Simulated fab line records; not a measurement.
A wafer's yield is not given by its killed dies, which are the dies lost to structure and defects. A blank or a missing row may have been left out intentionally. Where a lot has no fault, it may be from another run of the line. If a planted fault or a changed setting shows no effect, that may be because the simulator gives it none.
Which tool is to blame? | flow n5Finfet | 9 lots with 24 wafers sampled at 5 steps, on a route of 1938 steps

== WHAT EACH GAUGE READ, for each wafer ==
N5_BEOL_M4_RC_MEAS_101.
lot  | measured     | on        | IOFF_N (nA/um)
L597 | day 9 10:20  | prober-01 | 0.219 0.196 0.190
L601 | day 9 19:14  | prober-02 | 0.200 0.170
L603 | day 10 17:08 | prober-02 | 0.155 0.171
L605 | day 11 02:13 | prober-02 | 0.161 0.110 0.167
L611 | day 12 18:08 | prober-01 | 0.190 11.622
L613 | day 13 14:19 | prober-02 | 0.184 16.687 0.185
L617 | day 14 17:25 | prober-02 | 0.196 0.134 0.208
L619 | day 14 22:58 | prober-02 | 0.162 0.142 0.151
L620 | day 15 10:07 | prober-01 | 0.126 0.110 0.091

== WHAT TOOL EACH LOT RAN ON (gives the tool, then ch and the chambers of the sampled wafers, and finally the start) ==
lot  | N5_FIN_CUT_CUT_ETCH_15         | N5_FIN_CUT_CUT_ETCH_28         | N5_STI_FIN_REVEAL_DENSIFY_30   | N5_STI_FIN_REVEAL_ETCHBACK_08
L597 | rieSi-01 ch 0,1,3, day 2 06:16 | rieSi-01 ch 0,1,3, day 2 06:19 | rtpAnneal-02 ch 0, day 2 12:14 | rieDiel-03 ch 0,3, day 2 12:26
L601 | rieSi-04 ch 0,2, day 3 05:23   | rieSi-04 ch 0,2, day 3 05:26   | rtpAnneal-02 ch 0, day 3 12:23 | rieDiel-05 ch 2,3, day 3 12:35
L603 | rieSi-02 ch 0,1, day 3 15:56   | rieSi-02 ch 0,1, day 3 16:00   | rtpAnneal-02 ch 0, day 3 21:41 | rieDiel-05 ch 0,3, day 3 21:54
L605 | rieSi-02 ch 0,2, day 4 04:37   | rieSi-02 ch 0,2, day 4 04:40   | rtpAnneal-02 ch 0, day 4 10:44 | rieDiel-05 ch 0,1,3, day 4 10:57
L611 | rieSi-02 ch 0,2, day 5 17:58   | rieSi-02 ch 0,2, day 5 18:01   | rtpAnneal-02 ch 0, day 5 23:56 | rieDiel-05 ch 0,2, day 6 00:09
L613 | rieSi-04 ch 0,2,3, day 6 04:19 | rieSi-04 ch 0,2,3, day 6 04:22 | rtpAnneal-01 ch 0, day 6 10:16 | rieDiel-05 ch 0,1,3, day 6 10:45
L617 | rieSi-01 ch 0,1,2, day 7 06:19 | rieSi-01 ch 0,1,2, day 7 06:22 | rtpAnneal-01 ch 0, day 7 12:22 | rieDiel-04 ch 2,3, day 7 12:32
L619 | rieSi-04 ch 0,2,3, day 7 18:13 | rieSi-04 ch 0,2,3, day 7 18:17 | rtpAnneal-02 ch 0, day 8 01:19 | rieDiel-03 ch 0,2,3, day 8 01:32
L620 | rieSi-01 ch 0,2,3, day 7 22:03 | rieSi-01 ch 0,2,3, day 7 22:06 | rtpAnneal-02 ch 0, day 8 04:08 | rieDiel-03 ch 0,1,3, day 8 04:25
- N5_FIN_CUT_CUT_ETCH_15: etches Si in HBr/Cl2/O2, target depth 100 nm, bt time 10 s, time 42.4 s.
- N5_FIN_CUT_CUT_ETCH_28: etches Si in HBr/Cl2/O2, target depth 6 nm, time 2.4 s.
- N5_STI_FIN_REVEAL_DENSIFY_30
- N5_STI_FIN_REVEAL_ETCHBACK_08: etches SiO2 in C4F6/O2, target depth 30.5 nm, time 10.167 s.

== THE ANSWER, worked out from the rows above alone ==
Rule: what is usual is taken from the lots themselves. The widest of any qualifying gaps counts: lots, ordered by their means at a reading, are off when they make up no more than a third of the lots, leave a main group of 4 or more, and stand apart from it by 3 or more times the standard deviation of that group's means. The tables above print the reading to a certain number of digits; a main group whose means all agree to those digits is not used. A lot without any number at a reading at which 4 lots or more have one is off too. All remaining lots with rows at the step are treated as sound.
Off: L611, L613, seen at N5_BEOL_M4_RC_MEAS_101 (IOFF_N). Main group: mean 0.162 nA/um, sd 0.028.
If a tool, at a process step before that reading, ran all the lots that are off and no sound lot after the first of them, it fits. Those tools and the gauges at N5_BEOL_M4_RC_MEAS_101 are tried in the same way. One fits: rieDiel-05 at N5_STI_FIN_REVEAL_ETCHBACK_08. Its last sound lot is L605 (day 4 10:57), its first lot that is off L611 (day 6 00:09): a fault that began between those two fits.

== WHAT HAD BEEN PUT IN BY THE SIMULATOR ==
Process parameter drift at N5_STI_FIN_REVEAL_ETCHBACK_08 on rieDiel-05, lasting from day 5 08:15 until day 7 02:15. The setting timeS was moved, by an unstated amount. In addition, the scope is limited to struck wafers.
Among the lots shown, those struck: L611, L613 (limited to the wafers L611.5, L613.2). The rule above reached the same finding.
